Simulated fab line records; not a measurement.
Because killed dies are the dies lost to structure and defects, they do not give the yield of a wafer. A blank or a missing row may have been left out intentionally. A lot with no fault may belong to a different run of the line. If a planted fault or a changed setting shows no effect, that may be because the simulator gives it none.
Struck lot and sound lot, side by side :: flow nand_harc :: 13 steps out of a route of 1159
Sound: these wafers, L468.2, L468.5, L468.6. Wafers struck: L450.1, L450.3, L450.5. Last of all comes the cause.
Per side, at each step with rows, come the tool, then ch with its chambers, and then its first start. Under that, the readings that differ: sound wafers :: struck wafers :: difference of the means :: sigmas: that difference in standard deviations of wafers without a fault.
alike: a reading whose means differ by less than 2 such deviations, as well as words and numbers matching on both sides. not compared: withheld readings; readings where some wafer has no value; bounds like >300 that might hide an equal value; numbers whose values overlap and for which the record gives no deviation.
Wherever a step has rows on one side only, a row that says differs or no value, or a row with sigmas, the two part there. Numbers that have no deviation but don't overlap get no sigmas and don't part them. A reading that every wafer of one side lacks parts them only if that side has two wafers or more.

first, 1 step without rows for these wafers: NHARC_A_SLIT_SRD_20.
NHARC_A_SLIT_CD_MEAS_21:
  struck on cd_sem-01, day 15 00:04; sound on cd_sem-03, day 19 00:28
  alike: cd_nm
then, 3 steps without rows for these wafers: NHARC_A_SIN_REMOVE_WET_00 (chemistry H3PO4, time 15300 s); NHARC_A_SIN_REMOVE_PRECLEAN_01 (cleans in SC1); NHARC_A_SIN_REMOVE_SRD_02.
NHARC_A_SIN_REMOVE_INSPECT_04:
  struck on defect_inspect-02, day 15 07:43; sound on defect_inspect-02, day 19 08:03
  alike: raw_defect_count
NHARC_A_WL_FILL_ALD_00: deposits Al2O3, target thk 3 nm, pulse time 3 s, ald cycles 30.
  sound on ald_hk-02 ch 0,1,3, day 19 08:12; struck on ald_hk-02 ch 0,1,2, day 15 08:28
  alike: heater_power_w, precursor_pulse_height_rel, susceptor_temp_C
NHARC_A_WL_FILL_RTA_01: time 5 s.
  sound on rtp_anneal-01 ch 0, day 19 08:25; struck on rtp_anneal-02 ch 0, day 15 08:41
reading: lamp_zone_7_pct (%)
sound: 29.3 29.4 29.4
struck: 23.5 23.5 23.5
difference: -5.9
sigmas: -2
  alike: lamp_power_pct, lamp_zone_5_pct, wafer_temp_C_max
NHARC_A_WL_FILL_ALD_02: deposits TiN, target thk 2 nm, pulse time 3 s, ald cycles 100.
  sound on ald_metal-04 ch 2,3, day 19 08:38; struck on ald_metal-01 ch 0,1,2, day 15 08:54
reading: susceptor_temp_C (C)
sound: 450.22 450.10 450.01
struck: - - -
difference: no value on the struck wafers
sigmas: 
  alike: heater_power_w, precursor_pulse_height_rel
NHARC_A_WL_FILL_CVD_03: deposits W, target thk 40 nm, time 3302 s.
  sound on cvd_w-01 ch 0,1, day 19 11:55; struck on cvd_w-01 ch 0, day 15 13:43
reading: susceptor_temp_C (C)
sound: - - -
struck: 300.04 300.26 299.98
difference: no value on the sound wafers
sigmas: 
  alike: heater_power_w, throttle_valve_pct
NHARC_A_WL_FILL_ETCHBACK_04: etches the open film in NF3, target depth 60 nm, time 120 s.
  sound on rie_metal-03 ch 0,1, day 19 14:46; struck on rie_metal-02 ch 0, day 15 16:37
  no value came back on the struck wafers for chamber_pressure_mTorr (mTorr), drypump_motor_current_A (A), oes_product_au (a.u.), time_s (s); on the sound wafers chamber_pressure_mTorr (mTorr) reads 299.42 300.12 299.91
  not compared: rf_hours_counter_h
NHARC_A_WL_FILL_ETCHBACK_05: etches the open film in Cl2/BCl3, target depth 22 nm, time 60 s.
  sound on rie_metal-03 ch 0,1, day 19 14:59; struck on rie_metal-02 ch 0,1, day 15 16:55
  alike: chamber_pressure_mTorr, drypump_motor_current_A, oes_product_au
  not compared: rf_hours_counter_h
-- jump in the record: it breaks off in module A_WL_FILL and resumes in module END (first step shown: number 1159 of the route), and 5 days separate the struck wafers' starts before and after --
NHARC_END_SORT_01:
  the record has rows for the struck wafers here (prober-01 ch 0, day 20 13:19) and none for the sound ones

== WHERE THEY PART ==
Earliest at NHARC_A_WL_FILL_RTA_01; latest, in this record, at NHARC_END_SORT_01.

WHY: what had been put in by the simulator
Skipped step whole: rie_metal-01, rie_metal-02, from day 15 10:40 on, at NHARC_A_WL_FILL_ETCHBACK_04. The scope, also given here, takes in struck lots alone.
